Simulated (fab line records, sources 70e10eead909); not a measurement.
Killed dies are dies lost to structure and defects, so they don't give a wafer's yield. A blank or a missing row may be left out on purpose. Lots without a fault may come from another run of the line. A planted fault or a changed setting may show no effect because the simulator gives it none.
Which tool did it? | flow nand_harc | 13 lots, 39 wafers sampled, at 5 steps of a route of 1302

WHAT THE GAUGES READ, wafer by wafer
NHARC_A_CHANNEL_HOLE_D2_CD_MEAS_31. Usual: cd_nm 90.1 nm, standard deviation 1.4.
lot  | measured     | on        | cd_nm (nm)     | flag
L358 | day 13 22:49 | cd_sem-01 | 91.8 90.1 92.4 |
L359 | day 14 00:48 | cd_sem-02 | 90.0 90.9 88.2 |
L360 | day 14 10:35 | cd_sem-02 | 90.7 93.6 90.3 |
L362 | day 14 18:16 | cd_sem-02 | 88.6 89.6 89.7 |
L363 | day 15 22:14 | cd_sem-02 | 88.3 91.1 89.3 |
L364 | day 16 06:39 | cd_sem-02 | 90.1 90.1 91.3 |
L366 | day 16 21:59 | cd_sem-02 | 89.7 89.9 89.2 |
L367 | day 17 09:34 | cd_sem-03 | 90.4 88.3 87.0 |
L368 | day 17 17:54 | cd_sem-02 | 89.7 90.7 89.4 |
L374 | day 20 14:38 | cd_sem-01 | 88.0 88.6 88.9 |
L375 | day 21 00:06 | cd_sem-02 | 88.5 88.8 90.5 |
L379 | day 22 07:23 | cd_sem-02 | 93.0 89.5 93.6 |
L380 | day 22 19:53 | cd_sem-01 | 88.3 89.0 88.2 |

NHARC_END_SORT_01. Usual: killed_at_array 57, standard deviation 20; killed_at_other 1.3, standard deviation 1.4; killed_at_periphery 3.4, standard deviation 2.4; killed_dies 61, standard deviation 19; killed_open 2.9, standard deviation 1.8; killed_short 2.5, standard deviation 1.6.
lot  | measured     | on        | killed_at_array | killed_at_other | killed_at_periphery | killed_dies | killed_open | killed_short | flag
L359 | day 25 01:00 | prober-01 | 82 76 62        | 0 1 2           | 1 3 4               | 83 80 68    | 5 3 6       | 2 2 3        |
L362 | day 25 12:58 | prober-02 | 57 64 64        | 1 0 0           | 7 5 5               | 65 69 69    | 3 3 3       | 5 5 1        |
L363 | day 27 04:26 | prober-01 | 45 50 50        | 0 4 1           | 5 4 6               | 50 58 57    | 4 3 2       | 3 6 1        |
L367 | day 28 14:09 | prober-01 | 52 48 45        | 1 1 2           | 5 1 2               | 58 50 49    | 2 1 2       | 5 4 3        |
L374 | day 32 11:51 | prober-02 | 76 75 82        | 1 0 1           | 0 5 3               | 77 80 86    | 1 7 3       | 2 9 5        |
L375 | day 32 17:53 | prober-01 | 46 35 40        | 5 2 2           | 8 5 6               | 59 42 48    | 5 5 4       | 1 3 0        |

WHICH TOOL RAN EACH LOT (tool, then ch and the chambers of the sampled wafers, then the start)
lot  | NHARC_A_CHANNEL_FILL_D2_ALD_03                 | NHARC_A_CHANNEL_FILL_D2_STRIP_28   | NHARC_A_CHANNEL_FILL_D2_RTA_24
L358 | ald_sin_batch-01 ch 0, day 14 23:28 or earlier | rie_diel-11 ch 2,3, day 14 23:28   | rtp_anneal-01 ch 0, day 15 23:11
L359 | ald_sin_batch-01 ch 0, day 14 23:28 or earlier | rie_diel-12 ch 0,2,3, day 14 23:28 | rtp_anneal-02 ch 0, day 15 23:11
L360 | ald_sin_batch-01 ch 0, day 15 12:21 or earlier | rie_diel-12 ch 0,1,2, day 15 12:21 | rtp_anneal-02 ch 0, day 16 13:34
L362 | ald_sin_batch-02 ch 0, day 15 19:32 or earlier | rie_diel-13 ch 0,1,3, day 15 19:32 | rtp_anneal-02 ch 0, day 16 19:18
L363 | ald_sin_batch-03 ch 0, day 16 23:26 or earlier | rie_diel-12 ch 0,1,2, day 16 23:26 | rtp_anneal-01 ch 0, day 18 02:19
L364 | ald_sin_batch-01 ch 0, day 17 06:31 or earlier | rie_diel-12 ch 0,1,2, day 17 06:31 | rtp_anneal-02 ch 0, day 18 09:37
L366 | ald_sin_batch-02 ch 0, day 17 22:13 or earlier | rie_diel-13 ch 0,2,3, day 17 22:13 | rtp_anneal-02 ch 0, day 18 23:26
L367 | ald_sin_batch-03 ch 0, day 18 10:14 or earlier | rie_diel-13 ch 0,2,3, day 18 10:14 | rtp_anneal-02 ch 0, day 19 09:58
L368 | ald_sin_batch-01 ch 0, day 18 19:38 or earlier | rie_diel-12 ch 1,2,3, day 18 19:38 | rtp_anneal-02 ch 0, day 19 19:18
L374 | ald_sin_batch-03 ch 0, day 21 18:45 or earlier | rie_diel-13 ch 0,1,3, day 21 18:45 | rtp_anneal-01 ch 0, day 22 18:29
L375 | ald_sin_batch-02 ch 0, day 22 02:19 or earlier | rie_diel-12 ch 1,2,3, day 22 02:19 | rtp_anneal-02 ch 0, day 23 02:11
L379 | ald_sin_batch-03 ch 0, day 23 14:09 or earlier | rie_diel-13 ch 0,1, day 23 14:09   | rtp_anneal-01 ch 0, day 24 13:53
L380 | ald_sin_batch-02 ch 0, day 23 21:07 or earlier | rie_diel-12 ch 0,2, day 23 21:07   | rtp_anneal-01 ch 0, day 25 01:53
- NHARC_A_CHANNEL_FILL_D2_ALD_03: deposits SiNx, target thk 6 nm, pulse time 60 s, ald cycles 58.
- NHARC_A_CHANNEL_FILL_D2_STRIP_28: strips in O2, time 20 s.
- NHARC_A_CHANNEL_FILL_D2_RTA_24: time 5 s.

WHAT THE TOOLS THEMSELVES READ (means of the sampled wafers that have a number; where no wafer has one, the mark that the record gives instead)
NHARC_A_CHANNEL_FILL_D2_ALD_03. Usual: precursor_pulse_height_rel 1.001, standard deviation 0.02.
lot  | tool             | precursor_pulse_height_rel | flag
L358 | ald_sin_batch-01 | 0.995                      |
L359 | ald_sin_batch-01 | 0.991                      |
L360 | ald_sin_batch-01 | 1.006                      |
L362 | ald_sin_batch-02 | 0.997                      |
L363 | ald_sin_batch-03 | 1.008                      |
L364 | ald_sin_batch-01 | 0.981                      |
L366 | ald_sin_batch-02 | 0.994                      |
L367 | ald_sin_batch-03 | 0.997                      |
L368 | ald_sin_batch-01 | 1.000                      |
L374 | ald_sin_batch-03 | 0.972                      |
L375 | ald_sin_batch-02 | 0.991                      |
L379 | ald_sin_batch-03 | 1.013                      |
L380 | ald_sin_batch-02 | 0.995                      |

NHARC_A_CHANNEL_FILL_D2_STRIP_28. Usual: drypump_motor_current_A 5.5 A, standard deviation 0.35; oes_product_au 1.001 a.u., standard deviation 0.01; rf_vpp_V 57.8 V, standard deviation 0.87; showerhead_plenum_p_Torr 3.57 Torr, standard deviation 0.12; throttle_valve_pct 17.037 %, standard deviation 0.0093.
lot  | tool        | drypump_motor_current_A (A) | oes_product_au (a.u.) | rf_vpp_V (V) | showerhead_plenum_p_Torr (Torr) | throttle_valve_pct (%) | flag
L358 | rie_diel-11 | 5.7                         | 1.011                 | 57.7         | 3.56                            | 17.037                 |
L359 | rie_diel-12 | 5.2                         | 1.010                 | 58.4         | 3.59                            | 17.034                 |
L360 | rie_diel-12 | 5.3                         | 1.009                 | 58.4         | 3.53                            | 17.039                 |
L362 | rie_diel-13 | 5.5                         | 1.006                 | 57.0         | 3.59                            | 17.034                 |
L363 | rie_diel-12 | 5.3                         | 1.005                 | 57.2         | 3.53                            | 17.038                 |
L364 | rie_diel-12 | 5.3                         | 1.004                 | 57.5         | 3.53                            | 17.046                 |
L366 | rie_diel-13 | 5.5                         | 0.993                 | 58.4         | 3.68                            | 17.035                 |
L367 | rie_diel-13 | 5.5                         | 0.993                 | 58.0         | 3.68                            | 17.035                 |
L368 | rie_diel-12 | 5.3                         | 1.005                 | 57.5         | 3.52                            | 17.036                 |
L374 | rie_diel-13 | 5.6                         | 0.999                 | 57.8         | 3.58                            | 17.029                 |
L375 | rie_diel-12 | 5.3                         | 1.004                 | 58.1         | 3.52                            | 17.033                 |
L379 | rie_diel-13 | 5.7                         | 0.994                 | 58.0         | 3.47                            | 17.040                 |
L380 | rie_diel-12 | 5.4                         | 1.007                 | 57.2         | 3.60                            | 17.041                 |

NHARC_A_CHANNEL_FILL_D2_RTA_24. Usual: lamp_power_pct 29.1 %, standard deviation 0.51; lamp_zone_3_pct 29.1 %, standard deviation 0.5; wafer_temp_C_max 1004.8, standard deviation 1.4.
lot  | tool          | lamp_power_pct (%) | lamp_zone_3_pct (%) | wafer_temp_C_max | flag
L358 | rtp_anneal-01 | 28.5               | 28.6                | 1003.7           |
L359 | rtp_anneal-02 | 29.6               | 29.5                | 1005.0           |
L360 | rtp_anneal-02 | 29.6               | 29.5                | 1005.1           |
L362 | rtp_anneal-02 | 29.6               | 29.5                | 1005.9           |
L363 | rtp_anneal-01 | 28.5               | 28.5                | 1003.6           |
L364 | rtp_anneal-02 | 29.6               | 29.5                | 1005.5           |
L366 | rtp_anneal-02 | 29.5               | 29.5                | 1006.0           |
L367 | rtp_anneal-02 | 29.6               | 29.5                | 1005.8           |
L368 | rtp_anneal-02 | 29.6               | 29.6                | 1006.3           |
L374 | rtp_anneal-01 | 28.5               | 28.6                | 1003.2           |
L375 | rtp_anneal-02 | 29.6               | 29.6                | 1005.3           |
L379 | rtp_anneal-01 | 28.6               | 28.5                | 1003.7           |
L380 | rtp_anneal-01 | 28.5               | 28.5                | 1005.0           |

THE ANSWER, worked out from the rows above alone
Rule: a lot is off if the mean of its wafers that have a number lies more than 3 standard deviations from the usual mean. A lot without any number at a reading at which 4 lots or more have one is off too. The other lots that the step has rows for count as sound. The gauges are gone through in route order, then the tools' own readings, and for those a lot's mean is taken as printed above. The first step at which some lot is off is used, and at that step the reading that is off furthest; a lot without a number counts as furthest.
No lot is off at any reading shown: from this, nothing can be told.

WHAT THE SIMULATOR HAD PUT IN
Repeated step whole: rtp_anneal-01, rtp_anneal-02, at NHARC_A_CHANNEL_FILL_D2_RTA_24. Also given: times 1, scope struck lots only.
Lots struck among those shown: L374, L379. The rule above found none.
